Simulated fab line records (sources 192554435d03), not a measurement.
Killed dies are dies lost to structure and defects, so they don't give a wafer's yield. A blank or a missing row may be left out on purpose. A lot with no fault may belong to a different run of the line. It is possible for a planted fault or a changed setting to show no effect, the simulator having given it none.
Lot-split experiment -- flow n5_finfet -- 21 wafers read from 7 lots, route of 1938 steps

== ON THE SPLIT ==
At N5_PASSIVATION_ETCH_59 (etches TaN in Cl2/BCl3, target depth 65 nm, time 34.9 s), the setting time_s was moved away from the recipe's 34.9 s on 5 of the 21 wafers read, by -19.4% to -6.4%. The other wafers ran this setting at the recipe's value.

The reading comes from the split's own step.

== THE READING ==
etch.depth_nm (the simulator's own value, which no gauge read), in nm, at N5_PASSIVATION_ETCH_59 (etches TaN in Cl2/BCl3, target depth 65 nm, time 34.9 s). The file does not state a usual value for it. The 16 wafers here that ran the recipe average 65.17 nm, standard deviation 1.1 nm.

wafer,"tool, chamber at the split","time_s as run, s",against the recipe,"etch.depth_nm, nm",against lot-mates on the recipe
L082.2,"rie_metal-02, 0",34.9,recipe,65.77,-
L082.4,"rie_metal-02, 1",34.9,recipe,64.21,-
L082.6,"rie_metal-02, 1",34.9,recipe,63.87,-
L080.1,"rie_metal-02, 1",34.9,recipe,63.35,-
L080.3,"rie_metal-02, 1",34.9,recipe,63.59,-
L080.6,"rie_metal-02, 1",28.14,-19.4%,51.09,-12.38
L083.2,"rie_metal-03, 1",28.46,-18.5%,53.33,-12.33
L083.3,"rie_metal-03, 0",28.46,-18.5%,54.08,-11.58
L083.5,"rie_metal-03, 1",34.9,recipe,65.66,-
L084.3,"rie_metal-02, 0",34.9,recipe,66.86,-
L084.4,"rie_metal-02, 1",34.9,recipe,64.63,-
L084.5,"rie_metal-02, 1",34.9,recipe,64.37,-
L088.1,"rie_metal-02, 1",32.68,-6.4%,60.16,-6.76
L088.3,"rie_metal-02, 0",34.9,recipe,66.92,-
L088.5,"rie_metal-02, 0",32.68,-6.4%,61.82,-5.10
L097.1,"rie_metal-03, 0",34.9,recipe,66.14,-
L097.4,"rie_metal-03, 0",34.9,recipe,66.33,-
L097.6,"rie_metal-03, 1",34.9,recipe,65.34,-
L096.1,"rie_metal-03, 1",34.9,recipe,65.02,-
L096.2,"rie_metal-03, 0",34.9,recipe,65.66,-
L096.5,"rie_metal-03, 1",34.9,recipe,65.03,-

THE FIT
A straight line over all 21 wafers: etch.depth_nm changes by +0.659 nm for each +1% of time_s; r = +0.97; the points scatter about the line by 1.1 nm.
The same after taking each lot's own level away (the mean of its wafers on the recipe; 21 wafers): +0.657 nm for each +1%; r = +0.98; scatter 0.87 nm.
That fit puts the effect of the largest move of time_s on the reading at 13 nm.
The lots' own levels span 63.470 to 66.920 nm, that is 3.2 times the standard deviation above.
The two slopes agree, so the slope changes little with the lot-to-lot level.
Check: with one of the wafers moved furthest among these (-19.4%) left out of the fit, the line predicts -13.1 nm for it against its lot-mates. Against them it came out at -12.4 nm.

== OTHER SPLITS ON THESE WAFERS ==
Before the reading, these wafers also passed through other splits. Each is held against what the fit with the lots' levels taken away leaves over:
other split on the same wafers,wafers away from the commonest value,r with etch.depth_nm (lot level and that fit taken away)
N5_BEOL_M15_COAT_58 spin_rpm,7,-0.20
N5_BEOL_M15_COAT_60 spin_rpm,14,+0.17
N5_BEOL_M15_ETCH_61 bias_w,4,-0.09
N5_MIM_BOT_ETCH_ETCH_04 time_s,8,-0.15

== THE FILE'S OWN FIT ==
etch.depth_nm changes by +0.659 nm for each +1% of time_s, r = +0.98.
